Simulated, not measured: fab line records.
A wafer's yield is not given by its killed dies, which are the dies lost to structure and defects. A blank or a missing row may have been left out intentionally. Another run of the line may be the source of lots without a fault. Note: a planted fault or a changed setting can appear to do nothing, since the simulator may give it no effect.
Matching of chambers	flow n5Finfet	N5_GATE_CUT_STRIP_42 on rieDiel-06 has 4 sister chambers
The step strips in O2. 20 wafers are shown with their chamber, then 10 later ones without.

## WAFERS, EACH WITH ITS CHAMBER
wafer	chamber	showerheadPlenumPTorr (Torr)	throttleValvePct (%)	oesProductAu (a.u.)
L074.3	3	1.96	17.0	0.68
L074.4	2	2.16	16.1	0.74
L074.5	3	1.96	17.0	0.67
L078.1	0	2.08	16.8	0.69
L078.4	1	2.04	17.1	0.80
L078.6	3	1.96	17.0	0.68
L082.1	3	1.95	17.1	0.68
L082.3	2	2.16	16.1	0.73
L082.6	0	2.08	16.8	0.69
L083.1	3	1.95	17.0	0.66
L083.2	0	2.08	16.8	0.69
L083.3	1	2.03	17.1	0.79
L083.4	2	2.16	16.2	0.73
L083.5	1	2.03	17.1	0.79
L083.6	2	2.16	16.2	0.73
L086.3	2	2.16	16.2	0.73
L086.5	2	2.16	16.2	0.73
L086.6	1	2.03	17.1	0.79
L087.1	2	2.16	16.2	0.72
L087.2	3	1.95	17.1	0.66

SIGNATURES (means of the wafers above)
reading	chamber 0	chamber 1	chamber 2	chamber 3	scatter within a chamber
showerheadPlenumPTorr	2.0800	2.0325	2.1600	1.9550	0.00375
throttleValvePct	16.800	17.100	16.171	17.033	0.0415
oesProductAu	0.6900	0.7925	0.7300	0.6717	0.00688
Rule: a wafer lies at a distance from a chamber equal to the root of the sum of squares, over the readings, of (its reading less the chamber's mean, divided by the reading's scatter). If the next closest chamber is less than 2 further off than the closest, the wafer can't be placed; otherwise it belongs to the closest. The scatter: take each reading less its chamber's mean, square it, sum over the shown wafers, divide by the number of wafers less the number of chambers, and take the root.

## WAFERS WITH NO CHAMBER GIVEN
wafer	showerheadPlenumPTorr (Torr)	throttleValvePct (%)	oesProductAu (a.u.)
L087.6	2.16	16.2	0.72
L088.1	2.16	16.2	0.73
L088.5	1.95	17.1	0.67
L088.6	2.03	17.1	0.78
L096.1	2.02	17.1	0.77
L096.5	2.07	16.3	0.95
L096.6	2.02	17.2	0.76
L097.2	2.21	16.6	0.95
L097.3	2.02	17.2	0.77
L097.6	2.21	16.6	0.94

## EACH ONE'S CHAMBER
wafer	from the rows above	in truth
L087.6	2	2
L088.1	2	2
L088.5	3	3
L088.6	1	1
L096.1	1	1
L096.5	1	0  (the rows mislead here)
L096.6	1	1
L097.2	2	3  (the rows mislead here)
L097.3	1	1
L097.6	2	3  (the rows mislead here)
Correctly placed: 7 of 10. Left unplaced by these rows: 0. 3 placed wrongly.
